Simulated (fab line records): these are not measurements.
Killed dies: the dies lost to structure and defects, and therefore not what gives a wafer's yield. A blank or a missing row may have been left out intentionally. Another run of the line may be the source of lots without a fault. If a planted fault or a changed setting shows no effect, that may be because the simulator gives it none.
Matching of chambers ; flow nandHarc ; NHARC_P_ZERO_WELL_DESCUM_39 on rieDiel-07 has 4 sister chambers
The step chemistry O2, time 3 s. 4 wafers are shown with their chamber, then 9 later ones without.

EACH WAFER AND ITS CHAMBER
wafer;chamber;showerheadPlenumPTorr (Torr)
L081.6;1;1.90
L085.3;3;1.87
L087.2;0;2.06
L087.5;2;1.92

WAFERS WITHOUT THEIR CHAMBER
wafer;showerheadPlenumPTorr (Torr)
L089.1;1.87
L089.2;2.05
L089.3;1.90
L091.3;2.05
L091.4;1.92
L091.6;1.89
L096.1;1.89
L096.2;1.86
L096.3;2.05

CHAMBER TAKEN BY EACH
wafer;from the rows above;in truth
L089.1;3;3
L089.2;0;0
L089.3;1;1
L091.3;0;0
L091.4;2;2
L091.6;can't be placed: 1 or 3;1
L096.1;can't be placed: 1 or 3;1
L096.2;3;3
L096.3;0;0
Placed correctly: 7 of 9. From these rows, 2 cannot be placed; in 2 the true chamber is one of the candidates. Number placed wrongly: 0.
How it was worked out, from the rows above alone: a wafer's distance from a chamber is the root of the sum, over the readings, of the square of ((its reading less the chamber's mean) divided by the reading's scatter). The wafer belongs to the nearest chamber; if the next one is less than 2 further off, it can't be placed. The mean given for a chamber averages the wafers shown for that chamber. The scatter: root of mean squared gap, hidden wafer to nearest shown wafer, with one shown wafer a chamber.
